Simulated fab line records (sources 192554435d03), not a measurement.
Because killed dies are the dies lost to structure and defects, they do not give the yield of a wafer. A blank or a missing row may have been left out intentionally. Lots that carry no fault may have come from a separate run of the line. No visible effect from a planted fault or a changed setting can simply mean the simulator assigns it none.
Matching of chambers :: flow n5-finfet :: 3 sister chambers for N5_BEOL_M4_ILD_DEP_00 on pecvd-01
The step deposits SiOC from DEMS/O2, target thk 79 nm, time 15.3 s. 6 wafers are shown with their chamber, then 8 later ones without.

## WAFERS WITH THEIR CHAMBER
wafer: L077.3
chamber: 2
throttle-valve-pct (%): 13.2
showerhead-plenum-p-Torr (Torr): 5.671

wafer: L079.1
chamber: 2
throttle-valve-pct (%): 13.3
showerhead-plenum-p-Torr (Torr): 5.666

wafer: L083.2
chamber: 1
throttle-valve-pct (%): 12.9
showerhead-plenum-p-Torr (Torr): 5.707

wafer: L083.3
chamber: 0
throttle-valve-pct (%): 11.6
showerhead-plenum-p-Torr (Torr): 5.711

wafer: L083.5
chamber: 0
throttle-valve-pct (%): 11.8
showerhead-plenum-p-Torr (Torr): 5.727

wafer: L085.1
chamber: 1
throttle-valve-pct (%): 12.9
showerhead-plenum-p-Torr (Torr): 5.702

## WAFERS WHOSE CHAMBER IS MISSING
wafer: L085.4
throttle-valve-pct (%): 11.6
showerhead-plenum-p-Torr (Torr): 5.725

wafer: L085.5
throttle-valve-pct (%): 13.1
showerhead-plenum-p-Torr (Torr): 5.699

wafer: L088.4
throttle-valve-pct (%): 11.6
showerhead-plenum-p-Torr (Torr): 5.730

wafer: L088.5
throttle-valve-pct (%): 13.3
showerhead-plenum-p-Torr (Torr): 5.720

wafer: L088.6
throttle-valve-pct (%): 10.9
showerhead-plenum-p-Torr (Torr): 5.656

wafer: L094.1
throttle-valve-pct (%): 13.0
showerhead-plenum-p-Torr (Torr): 5.691

wafer: L094.4
throttle-valve-pct (%): 10.8
showerhead-plenum-p-Torr (Torr): 5.673

wafer: L094.5
throttle-valve-pct (%): 11.8
showerhead-plenum-p-Torr (Torr): 5.707

## EACH ONE'S CHAMBER
wafer: L085.4
from the rows above: 0
in truth: 0

wafer: L085.5
from the rows above: 1
in truth: 1

wafer: L088.4
from the rows above: 0
in truth: 0

wafer: L088.5
from the rows above: 1
in truth: 1

wafer: L088.6
from the rows above: 0
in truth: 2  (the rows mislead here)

wafer: L094.1
from the rows above: can't be placed: 1 or 2
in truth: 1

wafer: L094.4
from the rows above: 0
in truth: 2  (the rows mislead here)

wafer: L094.5
from the rows above: 0
in truth: 0
Correctly placed: 5 of 8. These rows do not allow placing 1 (true chamber among the candidates in 1). Number placed wrongly: 2.
How it was worked out, from the rows above alone: a wafer's distance from a chamber is the root of the sum, over the readings, of the square of ((its reading less the chamber's mean) divided by the reading's scatter). The wafer belongs to the nearest chamber; if the next one is less than 2 further off, it can't be placed. Each chamber's mean is taken over the wafers shown for it. The scatter: the root of (the sum of the squares of (reading less its chamber's mean) over the shown wafers, divided by (wafers less chambers)).
